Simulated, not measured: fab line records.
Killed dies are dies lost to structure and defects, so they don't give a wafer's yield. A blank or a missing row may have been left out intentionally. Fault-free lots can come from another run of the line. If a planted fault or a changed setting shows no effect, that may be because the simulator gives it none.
fab line records	flow nand-harc
[record] lots = 5	wafers = 15	last-day = 24
route steps=1159 shown A_CONTACT@911 END@1159
lots with no fault: from the same line, run without faults
start-h: hours from the record's first day to the start of the lot's first wafer shown	wait-h: time in hours since the lot's previous step	" unchanged from the row above	L1.1+2: several wafers, shown together as one row	- no value present, or no start provided	* or withheld: withheld	< > ~ a bound
route shown NAME@n: names a module that has steps shown in the file, with the first one's number in the route	usual: the fault-free wafers' mean and standard deviation	same: alike in all rows	chamber/n: place in a boat	sites: readings site by site	_std_site: their standard deviation	_edge_site: outer sites' mean less inner sites'	radius-mm: for every site, how far away it sits from the centre of the wafer	mask NAME#n: copy n	behind: the most recent tool/chamber to have shaped the wafer	hold: why the lot was held/for how many hours/how that ended	device: transistor that didn't switch, given as n, p or np	end of line: tests of these same wafers at the route's end	step lacking rows: just its recipe	killed: count of dies lost to structure and defects at first sort (not the wafer's yield)	map: shows each die of a wafer: x if killed, . if not, _ if none is there
set.NAME: the setting as run; set.NAME@STEP: as run at that earlier step	model.NAME: the simulator's own value behind a step, which no gauge read
a table for each step, a row for each wafer; lots at some steps of the route
services: from which hour (start-h, from the record's first day; less than 0 if before it) a tool's chamber was out of use, for how many hours, and why
[[steps]]
[step NHARC_A_CONTACT_ETCH_131]
[recipe] source-w = withheld	pressure-mtorr = 20	bias-v = 1200	time-s = 155	target-depth-a = 9560	ar-flow-sccm = withheld	c4f8-flow-sccm = withheld	o2-flow-sccm = withheld	chemistry = C4F8/O2/Ar
[step NHARC_A_CONTACT_ETCH_132]
[recipe] source-w = withheld	pressure-mtorr = 20	bias-v = 1200	time-s = 156	target-depth-a = 9580	ar-flow-sccm = withheld	c4f8-flow-sccm = withheld	o2-flow-sccm = withheld	chemistry = C4F8/O2/Ar
[step NHARC_A_CONTACT_ETCH_133]
[recipe] source-w = withheld	pressure-mtorr = 20	bias-v = 400	time-s = 195	target-depth-a = 8400	ar-flow-sccm = withheld	c4f8-flow-sccm = 11.5	o2-flow-sccm = 7.2	chemistry = C4F8/O2/Ar
[step NHARC_A_CONTACT_ETCH_91]
[recipe] target-depth-a = 400	over-etch-frac = 0.5	time-s = 85.7	ion-energy-ev = 120	ch3f-flow-sccm = 50	o2-flow-sccm = 30	ar-flow-sccm = 200	rf-w = 500	bias-w = 100	chemistry = CH3F/O2
[step NHARC_A_CONTACT_ETCH_97]
[recipe] target-depth-a = 200	over-etch-frac = 0.5	time-s = 10	ion-energy-ev = 250	c4f6-flow-sccm = 25	o2-flow-sccm = 20	ar-flow-sccm = 500	rf-w = 600	bias-w = 500	chemistry = C4F6/O2
[step NHARC_A_CONTACT_CD_MEAS_80]
[usual] cd-nm = 189.5/0.6
lot.wafer	tool	chamber	start-h	wait-h	cd-nm
L330.1	cd-sem-02	-	388.61	-	189.8
L330.2	"	-	"	"	190.0
L330.6	"	-	"	"	190.2
L335.1	cd-sem-03	-	413.79	-	189.2
L335.4	"	-	"	"	189.0
L335.6	"	-	"	"	189.6
L337.1	cd-sem-01	-	440.63	-	190.0
L337.2	"	-	"	"	189.6
L337.4	"	-	"	"	189.5
L347.2	cd-sem-02	-	489.80	-	189.6
L347.5	"	-	"	"	190.1
L347.6	"	-	"	"	191.4
L348.3	cd-sem-03	-	507.10	-	189.1
L348.4	"	-	"	"	189.3
L348.6	"	-	"	"	189.7
[step NHARC_A_CONTACT_STRIP_103]
[recipe] n2-flow-sccm = 150	h2-flow-sccm = 150	ar-flow-sccm = 0	bias-w = 0	chemistry = N2/H2
[step NHARC_A_CONTACT_STRIP_104]
[recipe] cf4-flow-sccm = 100	chf3-flow-sccm = 30	ar-flow-sccm = 0	bias-w = 0	chemistry = CF4/CHF3
[step NHARC_A_CONTACT_STRIP_105]
[recipe] o2-flow-sccm = 400	cos-flow-sccm = 20	ar-flow-sccm = 0	bias-w = 0	chemistry = O2/COS
[step NHARC_A_CONTACT_ETCH_106]
[recipe] target-depth-a = 600	overetch-a = 60	time-s = 33	ion-energy-ev = 100	cf4-flow-sccm = 80	o2-flow-sccm = 20	ar-flow-sccm = 0	rf-w = 300	bias-w = 100	chemistry = CF4/O2
[usual] bias-w = 100.0/0.3	drypump-motor-current-A = 5.7/0.47	oes-product-au = 1.000/0.0094	rf-vpp-V = 197.6/1.3	showerhead-plenum-p-Torr = 1.32/0.046	throttle-valve-pct = 13.397/0.0089
[same] time-s = 33
lot.wafer	tool	chamber	start-h	wait-h	bias-w	drypump-motor-current-A	oes-product-au	rf-hours-counter-h	rf-vpp-V	showerhead-plenum-p-Torr	throttle-valve-pct
L330.2	rie-diel-12	3	388.90	0.0	99.8	5.8	1.005	0	196.9	1.29	13.391
L330.1	"	2	"	"	100.4	5.6	0.993	0	197.3	1.27	13.389
L330.6	"	3	"	"	100.1	5.9	0.985	-	196.7	1.29	13.393
L335.4	rie-diel-01	0	414.09	0.1	100.4	5.7	1.007	21	196.9	1.32	13.395
L335.1	"	3	"	"	99.5	6.2	0.984	20	196.4	1.29	13.410
L335.6	"	1	"	"	100.0	5.4	0.995	-	197.7	1.39	13.405
L337.2	rie-diel-01	3	440.92	0.1	100.1	6.2	0.986	23	197.5	1.29	13.413
L337.4	"	0	"	"	99.8	5.7	0.994	24	197.8	1.32	13.387
L337.1	"	1	"	"	99.7	5.4	0.990	24	199.1	1.39	13.418
L347.2	rie-diel-01	3	490.13	0.1	100.4	6.2	0.998	33	196.2	1.29	13.399
L347.5	"	1	"	"	100.1	5.4	0.991	-	197.5	1.39	13.380
L347.6	"	3	"	"	100.3	6.2	1.001	-	197.1	1.29	13.409
L348.4	rie-diel-01	3	507.39	0.1	99.7	6.2	0.999	1	195.6	1.29	13.401
L348.3	"	1	"	"	99.9	5.4	0.997	1	200.1	1.39	13.402
L348.6	"	0	"	"	99.9	5.6	1.009	-	198.1	1.32	13.400
[step NHARC_A_CONTACT_STRIP_82]
[recipe] o2-flow-sccm = 500	ar-flow-sccm = 0	bias-w = 0	chemistry = O2
[step NHARC_A_CONTACT_STRIP_83]
[recipe] time-s = 600	temp-c = 30	chemistry = post-etch-residue-remover
[step NHARC_A_CONTACT_DEP_84]
[recipe] target-thk-a = 20000	temp-c = 400	material = aC
[usual] throttle-valve-pct = 35.000/0.0085
lot.wafer	tool	chamber	start-h	wait-h	throttle-valve-pct
L330.1	acl-dep-02	0	389.55	-	35.004
L330.2	"	0	"	"	34.991
L330.6	"	0	"	"	34.999
L335.1	acl-dep-01	0	418.15	-	35.007
L335.4	"	0	"	"	35.001
L335.6	"	0	"	"	34.994
L337.1	acl-dep-01	0	442.43	-	35.005
L337.2	"	0	"	"	34.999
L337.4	"	0	"	"	35.004
L347.2	acl-dep-03	0	491.04	-	35.002
L347.5	"	0	"	"	34.992
L347.6	"	0	"	"	34.998
L348.3	acl-dep-03	0	508.49	-	35.007
L348.4	"	0	"	"	35.004
L348.6	"	0	"	"	34.997
[step NHARC_A_CONTACT_DEP_85]
[recipe] target-thk-a = 500	target-thk-nm = 50	temp-c = 400	pressure-torr = 3.5	flow-sccm = 200	rf-w = 350	material = SiON
[step NHARC_A_CONTACT_DEHYDRATE_00]
[recipe] temp-c = 150	time-s = 120
[step NHARC_A_CONTACT_HMDS_01]
[recipe] time-s = 30
[step NHARC_A_CONTACT_COAT_86]
[recipe] temp-c = 260	time-s = 75
[step NHARC_A_CONTACT_COAT_87]
[recipe] temp-c = 225	time-s = 65
[step NHARC_A_CONTACT_COAT_02]
[recipe] spin-rpm = 1500	resist-thk-nm = 90
[step NHARC_A_CONTACT_SOFTBAKE_03]
[recipe] temp-c = 105	time-s = 55
[step NHARC_A_CONTACT_EBR_04]
[step NHARC_A_CONTACT_EXPOSE_05]
[recipe] na = 1.35	sigma-outer = 0.8	dose-mj = 84.24	mask-id = A_CC
[step NHARC_A_CONTACT_PEB_06]
[recipe] peb-temp-c = 100	peb-time-s = 65
[step NHARC_A_CONTACT_DEVELOP_07]
[recipe] develop-time-s = 35	dev-temp-c = 23
[step NHARC_A_CONTACT_CD_MEAS_08]
[recipe] target-cd-nm = 100	landing-energy-ev = 500
[usual] cd-nm = 99.9/0.44
lot.wafer	tool	chamber	start-h	wait-h	cd-nm
L330.1	cd-sem-03	0	391.42	-	99.9
L330.2	"	0	"	"	99.8
L330.6	"	0	"	"	99.8
L335.1	cd-sem-01	0	420.13	-	99.4
L335.4	"	0	"	"	100.6
L335.6	"	0	"	"	99.8
L337.1	cd-sem-02	0	444.58	-	99.4
L337.2	"	0	"	"	100.3
L337.4	"	0	"	"	99.7
L347.2	cd-sem-03	0	492.83	-	99.3
L347.5	"	0	"	"	99.4
L347.6	"	0	"	"	100.1
L348.3	cd-sem-03	0	510.07	-	99.3
L348.4	"	0	"	"	100.0
L348.6	"	0	"	"	100.0
[step NHARC_A_CONTACT_OVL_MEAS_09]
[usual] overlay-x-nm = 0.0/1	overlay-y-nm = -0.1/1
lot.wafer	tool	chamber	start-h	wait-h	overlay-x-nm	overlay-y-nm
L330.1	overlay-02	-	391.51	-	-2.1	0.5
L330.2	"	-	"	"	-1.5	0.4
L330.6	"	-	"	"	-1.9	0.9
L335.1	overlay-02	-	420.22	-	0.0	-1.4
L335.4	"	-	"	"	0.4	-0.9
L335.6	"	-	"	"	0.3	-0.6
L337.1	overlay-02	-	444.67	-	-0.4	0.7
L337.2	"	-	"	"	-0.3	-0.2
L337.4	"	-	"	"	-0.6	0.3
L347.2	overlay-02	-	492.91	-	-0.2	-1.2
L347.5	"	-	"	"	-0.3	-1.0
L347.6	"	-	"	"	-0.4	-1.0
L348.3	overlay-01	-	510.15	-	-0.6	-0.9
L348.4	"	-	"	"	0.1	-0.9
L348.6	"	-	"	"	-0.2	-0.6
[step NHARC_A_CONTACT_INSPECT_10]
[usual] raw-defect-count = 29/14
lot.wafer	tool	chamber	start-h	wait-h	raw-defect-count
L330.1	defect-inspect-01	-	391.54	0.0	14
L330.2	"	-	"	"	12
L330.6	"	-	"	"	17
L335.1	defect-inspect-02	-	420.25	0.0	16
L335.4	"	-	"	"	18
L335.6	"	-	"	"	20
L337.1	defect-inspect-02	-	444.70	0.0	23
L337.2	"	-	"	"	19
L337.4	"	-	"	"	27
L347.2	defect-inspect-02	-	492.95	0.0	59
L347.5	"	-	"	"	60
L347.6	"	-	"	"	59
L348.3	defect-inspect-02	-	510.19	0.0	24
L348.4	"	-	"	"	26
L348.6	"	-	"	"	29
[step NHARC_A_CONTACT_DESCUM_13]
[recipe] time-s = 3	o2-flow-sccm = 200	ar-flow-sccm = 0	bias-power-w = 0	chemistry = O2
[step NHARC_A_CONTACT_ETCH_88]
[recipe] target-depth-a = 390	over-etch-frac = 0.3	time-s = 65	ion-energy-ev = 80	cf4-flow-sccm = 150	ar-flow-sccm = 0	rf-w = 300	bias-w = 100	chemistry = CF4
[step NHARC_A_CONTACT_ETCH_89]
[recipe] target-depth-a = 2600	over-etch-frac = 0.3	time-s = 475.3	ion-energy-ev = 200	n2-flow-sccm = 150	h2-flow-sccm = 150	ar-flow-sccm = 0	rf-w = 400	bias-w = 150	chemistry = N2/H2
[step NHARC_A_CONTACT_ETCH_30]
[recipe] target-depth-a = 605	time-s = 30.2	cf4-flow-sccm = 100	chf3-flow-sccm = 30	ar-flow-sccm = 0	rf-w = 500	bias-w = 200	chemistry = CF4/CHF3
[step NHARC_A_CONTACT_ETCH_31]
[recipe] target-depth-a = 20000	over-etch-frac = 0.3	time-s = 520	ion-energy-ev = 150	o2-flow-sccm = 400	cos-flow-sccm = 20	ar-flow-sccm = 0	rf-w = 500	bias-w = 300	chemistry = O2/COS
[step NHARC_A_CONTACT_ETCH_134]
[recipe] source-w = withheld	pressure-mtorr = 20	bias-v = withheld	time-s = 140	target-depth-a = 7000	ar-flow-sccm = withheld	c4f8-flow-sccm = withheld	o2-flow-sccm = withheld	chemistry = C4F8/O2/Ar
[same] time-s = 140
lot.wafer	tool	chamber	start-h	wait-h	rf-hours-counter-h
L330.2	har-cap-etch-01	0	392.60	-	61
L330.1	"	1	"	"	61
L330.6	"	1	"	"	-
L335.1	har-cap-etch-01	1	421.31	-	63
L335.4	"	1	"	"	-
L335.6	"	0	"	"	-
L337.1	har-cap-etch-01	0	445.76	-	67
L337.2	"	1	"	"	67
L337.4	"	1	"	"	-
L347.2	har-cap-etch-03	1	494.00	-	102
L347.5	"	1	"	"	-
L347.6	"	0	"	"	-
L348.3	har-cap-etch-02	0	511.60	-	-
L348.4	"	1	"	"	-
L348.6	"	0	"	"	-
[step NHARC_A_CONTACT_ETCH_135]
[recipe] source-w = withheld	pressure-mtorr = 20	bias-v = 3000	time-s = 132	target-depth-a = 12870	ar-flow-sccm = withheld	c4f8-flow-sccm = withheld	o2-flow-sccm = withheld	chemistry = C4F8/O2/Ar
[same] time-s = 132
lot.wafer	tool	chamber	start-h	wait-h	rf-hours-counter-h
L330.2	har-cap-etch-01	0	392.80	0.2	61
L330.1	"	1	"	"	61
L330.6	"	1	"	"	-
L335.1	har-cap-etch-01	1	421.57	0.2	63
L335.4	"	1	"	"	-
L335.6	"	0	"	"	-
L337.1	har-cap-etch-01	0	445.96	0.2	67
L337.2	"	1	"	"	67
L337.4	"	1	"	"	-
L347.2	har-cap-etch-03	1	494.21	0.2	102
L347.5	"	1	"	"	-
L347.6	"	0	"	"	-
L348.3	har-cap-etch-02	0	511.83	0.2	-
L348.4	"	1	"	"	-
L348.6	"	0	"	"	-
[step NHARC_A_CONTACT_ETCH_136]
[recipe] source-w = withheld	pressure-mtorr = 20	bias-v = 3000	time-s = 132	target-depth-a = 12870	ar-flow-sccm = withheld	c4f8-flow-sccm = withheld	o2-flow-sccm = withheld	chemistry = C4F8/O2/Ar
[step NHARC_A_CONTACT_ETCH_137]
[recipe] source-w = withheld	pressure-mtorr = 20	bias-v = 3000	time-s = 132	target-depth-a = 12870	ar-flow-sccm = withheld	c4f8-flow-sccm = withheld	o2-flow-sccm = withheld	chemistry = C4F8/O2/Ar
[step NHARC_A_CONTACT_ETCH_138]
[recipe] source-w = withheld	pressure-mtorr = 20	bias-v = 3000	time-s = 132	target-depth-a = 12890	ar-flow-sccm = withheld	c4f8-flow-sccm = withheld	o2-flow-sccm = withheld	chemistry = C4F8/O2/Ar
[same] time-s = 132
lot.wafer	tool	chamber	start-h	wait-h	rf-hours-counter-h
L330.2	har-cap-etch-01	0	393.16	0.1	61
L330.1	"	1	"	"	61
L330.6	"	1	"	"	-
L335.1	har-cap-etch-01	1	422.07	0.1	64
L335.4	"	1	"	"	-
L335.6	"	0	"	"	-
L337.1	har-cap-etch-01	0	446.32	0.1	68
L337.2	"	1	"	"	68
L337.4	"	1	"	"	-
L347.2	har-cap-etch-03	1	494.57	0.1	103
L347.5	"	1	"	"	-
L347.6	"	0	"	"	-
L348.3	har-cap-etch-02	0	512.32	0.1	-
L348.4	"	1	"	"	-
L348.6	"	0	"	"	-
[step NHARC_A_CONTACT_ETCH_139]
[recipe] source-w = withheld	pressure-mtorr = 20	bias-v = 400	time-s = 137	target-depth-a = 5900	ar-flow-sccm = withheld	c4f8-flow-sccm = 11.5	o2-flow-sccm = 7.2	chemistry = C4F8/O2/Ar
[same] time-s = 137
lot.wafer	tool	chamber	start-h	wait-h	rf-hours-counter-h
L330.2	har-cap-etch-01	0	393.29	0.1	61
L330.1	"	1	"	"	61
L330.6	"	1	"	"	-
L335.1	har-cap-etch-01	1	422.23	0.1	64
L335.4	"	1	"	"	-
L335.6	"	0	"	"	-
L337.1	har-cap-etch-01	0	446.45	0.1	68
L337.2	"	1	"	"	68
L337.4	"	1	"	"	-
L347.2	har-cap-etch-03	1	494.69	0.1	103
L347.5	"	1	"	"	-
L347.6	"	0	"	"	-
L348.3	har-cap-etch-02	0	512.53	0.2	-
L348.4	"	1	"	"	-
L348.6	"	0	"	"	-
[step NHARC_A_CONTACT_ETCH_92]
[recipe] target-depth-a = 400	over-etch-frac = 0.5	time-s = 85.7	ion-energy-ev = 120	ch3f-flow-sccm = 50	o2-flow-sccm = 30	ar-flow-sccm = 200	rf-w = 500	bias-w = 100	chemistry = CH3F/O2
[step NHARC_A_CONTACT_ETCH_98]
[recipe] target-depth-a = 200	over-etch-frac = 0.5	time-s = 10	ion-energy-ev = 250	c4f6-flow-sccm = 25	o2-flow-sccm = 20	ar-flow-sccm = 500	rf-w = 600	bias-w = 500	chemistry = C4F6/O2
[step NHARC_A_CONTACT_CD_MEAS_15]
[usual] cd-nm = 90.0/0.66
lot.wafer	tool	chamber	start-h	wait-h	cd-nm
L330.1	cd-sem-02	-	393.92	-	90.2
L330.2	"	-	"	"	91.1
L330.6	"	-	"	"	89.6
L335.1	cd-sem-03	-	422.93	-	89.9
L335.4	"	-	"	"	89.5
L335.6	"	-	"	"	90.3
L337.1	cd-sem-02	-	447.06	-	89.2
L337.2	"	-	"	"	88.7
L337.4	"	-	"	"	89.5
L347.2	cd-sem-03	-	495.32	-	89.9
L347.5	"	-	"	"	89.7
L347.6	"	-	"	"	89.7
L348.3	cd-sem-03	-	513.14	-	90.4
L348.4	"	-	"	"	89.2
L348.6	"	-	"	"	90.2
[step NHARC_A_CONTACT_STRIP_107]
[recipe] n2-flow-sccm = 150	h2-flow-sccm = 150	ar-flow-sccm = 0	bias-w = 0	chemistry = N2/H2
[step NHARC_END_SORT_01]
[recipe] temp-c = 25
[usual] killed-at-array = 27/11	killed-at-other = 0.6/1	killed-at-periphery = 3.0/2.1	killed-dies = 31/12	killed-open = 3.2/1.7	killed-short = 1.7/1.4
[same] gross-dies = 677
lot.wafer	tool	chamber	start-h	wait-h	killed-at-array	killed-at-other	killed-at-periphery	killed-dies	killed-open	killed-short
L337.2	prober-02	0	505.40	2.8	411	0	2	413	2	1
L337.4	prober-02	0	506.97	3.3	425	0	5	430	4	5
// killed by level:class
L337.2 A_CONTACT:area-dep=391 A_SLIT:chamber-film-flake=9 A_STAIRCASE:chamber-film-flake=3 P_ZERO_WELL:chamber-film-flake=2 A_CHANNEL_FILL_D1:chamber-film-flake=2 A_ONON_D1:geometric-particle:open=1 A_CHANNEL_HOLE_D1:geometric-particle:open=1 A_WL_FILL:geometric-particle:short=1
L337.4 A_CONTACT:area-dep=394 A_SLIT:chamber-film-flake=16 P_ZERO_WELL:chamber-film-flake=3 A_WL_FILL:geometric-particle:short=3 A_CHANNEL_HOLE_D1:chamber-film-flake=3 A_M0:geometric-particle:open=2 P_M0:geometric-particle:open=1 A_CHANNEL_FILL_D1:geometric-particle:short=1
// map L337.4 (x killed, . not)
____________.____________
_________......._________
_______.........x._______
______.............______
_____.....x..x......_____
____....x.x..........____
____...x..xx..xx.....____
___...x.x.xx...xx...x.___
___...xxxx.x..xx..x.x.___
__....xxxxxxxx.xxx.....__
__...xxxx.x..xxx..x....__
_x..xxxx.xxx.xxxxx.x...._
_.x.xxxxxxxxx.x.xx......_
_x.x..xxx.xxxxxxxx.xx..._
_xxxxxxxxxxxxxxxxxxx...._
_..x.xxxxxxxxxxxx.x.x..._
..xxxxx.xxxxxxxxxxxx.....
.xxxxxxxxxxxxxxxxxxx.x...
..xx.xxxxxxxxxxxxx.xx.x..
.xx.xxx.xxxxxx.xx.xxx....
x...xxxxxxxxxxxxxxxxx....
_xx.xxxxxxxxxxxxxxxx.x.._
_...xxxxxxxxxxxxxx.xxx.x_
_.xxxxx.xxxx.xxxxxxxxxx._
_.xxxxxxxxxxxxxxxx.xxx.._
_xxx.xxxxxxxxxxxxxx..x.._
__xx.xxxxxxxxxxxxxxxxx.__
__.xxxxxxxxxxxxxxxxxxx.__
___x.xxxxxxxxxxxxxxx..___
___.xxxxxxxxxxxxxxx...___
____..x.xxxxx.xx.xxxx____
____.xxx.x.x.xxxx.x..____
_____xxxxxxxx.xxxxxx_____
______xxxxx.xxxxxxx______
_______..xx.xxx.xx_______
_________....x.x_________
____________.____________
// map L335.4 (x killed, . not)
____________.____________
_________......._________
_______..........._______
______.............______
_____......x........_____
____.................____
____.................____
___...................___
___...................___
__.....................__
__x.............x......__
_......................._
_.................x....._
_......................._
_........x..........x..._
_.x......x.............._
.........................
....x.x....x.............
.x..x..............x.....
....................x....
.........................
_....x.................._
_x......................_
_......................._
_......................._
_.................x....._
__.....................__
__...............x...x.__
___...................___
___.............x.....___
____x................____
____............x....____
_____..............._____
______.............______
_______..........._______
_________......._________
____________.____________
[[services]]
tool	chamber	start-h	hours	kind
rie-diel-01	0	372.97	-	clean
rie-diel-01	1	372.97	-	clean
rie-diel-01	2	372.97	-	clean
rie-diel-01	3	372.97	-	clean
rie-diel-12	-	379.62	9.0	pm
rie-diel-01	0	397.60	-	clean
rie-diel-01	1	397.60	-	clean
rie-diel-01	2	397.60	-	clean
rie-diel-01	3	397.60	-	clean
acl-dep-03	-	405.51	13.0	pm
rie-diel-12	0	412.71	46.5	repair
har-cap-etch-01	-	420.51	0.6	repair
rie-diel-01	0	422.10	-	clean
rie-diel-01	1	422.10	-	clean
rie-diel-01	2	422.10	-	clean
rie-diel-01	3	422.10	-	clean
rie-diel-01	1	432.22	3.1	repair
rie-diel-01	0	446.60	-	clean
rie-diel-01	1	446.60	-	clean
rie-diel-01	2	446.60	-	clean
rie-diel-01	3	446.60	-	clean
acl-dep-01	-	475.59	13.0	pm
rie-diel-01	2	485.49	7.9	repair
rie-diel-01	-	492.13	9.0	pm
[[key]]
[first-sign] step = NHARC_END_SORT_01	reading = killed-at-array	direction = up	sigmas = 34	usual = 27	struck = 418
[effect] step = NHARC_END_SORT_01	reading = killed-dies	direction = up	sigmas = 33	usual = 31	struck = 422
[more-kills-born-at] NHARC_A_CONTACT_DEP_84@acl-dep-01 = 785
met-at NHARC_A_CONTACT_DEP_84
struck-wafers L337.2,L337.4
later-rows-left-out L337.2,L337.4
tester-left-out L337
onset-between 418.15 442.43
[fault] kind = process-parameter-drift	tool = acl-dep-01	chamber = -	onset-h = 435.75	steps = NHARC_A_CONTACT_DEP_84	channel = target-thk-a	offset = *	shape = step	end-h = 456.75	scope = struck-wafers-only	acts-in = *	stated = *
// tester-left-out: of these lots the tester's yield and bins aren't shown, on N5 and GAA mostly nor the transistor test; their killed dies are dies lost to structure and defects alone, not to doping, threshold or leakage, so they don't give the yield
// later-rows-left-out: the simulator's readings of these wafers behind a module that went badly wrong aren't trusted and aren't shown, but for the sort
